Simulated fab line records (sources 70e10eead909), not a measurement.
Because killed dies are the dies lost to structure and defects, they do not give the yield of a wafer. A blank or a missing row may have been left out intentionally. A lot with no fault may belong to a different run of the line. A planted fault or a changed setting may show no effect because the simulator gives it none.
Chamber matching -- flow nand harc -- NHARC_P_BONDPAD_ACTIVATE_29 on rie diel-02: 4 sister chambers
The step chemistry N2, time 60 s. 16 wafers are shown with their chamber, then 8 later ones without.

EACH WAFER AND ITS CHAMBER
wafer,chamber,showerhead plenum p Torr (Torr),drypump motor current A (A),oes product au (a.u.)
L398.1,3,1.65,6.2,1.017
L398.3,0,1.68,5.2,0.983
L398.6,3,1.65,6.2,1.002
L399.2,3,1.65,6.2,1.004
L399.4,0,1.68,5.2,0.992
L399.6,1,1.82,6.7,0.963
L403.4,0,1.68,5.2,0.978
L403.5,1,1.82,6.6,0.968
L403.6,0,1.68,5.2,0.984
L407.1,1,1.82,6.7,0.985
L407.3,2,1.73,4.9,0.997
L407.6,0,1.68,5.2,0.969
L408.1,0,1.68,5.2,0.989
L408.5,3,1.64,6.2,1.004
L408.6,0,1.68,5.2,0.986
L411.1,1,1.82,6.6,0.990

SIGNATURES, as means of the wafers listed above
reading,chamber 0,chamber 1,chamber 2,chamber 3,scatter within a chamber
showerhead plenum p Torr,1.6800,1.8200,1.7300,1.6475,0.0025
drypump motor current A,5.200,6.650,4.900,6.200,0.0289
oes product au,0.98300,0.97650,0.99700,1.00675,0.00913
Rule: a wafer's distance from a chamber is the root of the sum, over the readings, of the square of ((its reading less the chamber's mean) divided by the reading's scatter). If the next closest chamber is less than 2 further off than the closest, the wafer can't be placed; otherwise it belongs to the closest. How the scatter is found: for the shown wafers, subtract from each reading the mean of its chamber, square and add these, divide the total by (wafers less chambers), then take the root.

WAFERS MISSING THEIR CHAMBER
wafer,showerhead plenum p Torr (Torr),drypump motor current A (A),oes product au (a.u.)
L411.2,1.64,6.2,1.017
L411.3,1.68,5.2,0.992
L412.1,1.82,6.6,0.989
L412.2,1.68,5.2,0.979
L412.5,1.73,5.0,1.005
L417.2,1.73,4.9,0.990
L417.3,1.64,6.2,0.997
L417.6,1.68,5.2,0.972

CHAMBER TAKEN BY EACH
wafer,from the rows above,in truth
L411.2,3,3
L411.3,0,0
L412.1,1,1
L412.2,0,0
L412.5,2,2
L417.2,2,2
L417.3,3,3
L417.6,0,0
Placed correctly: 8 of 8. Left unplaced by these rows: 0. Number placed wrongly: 0.
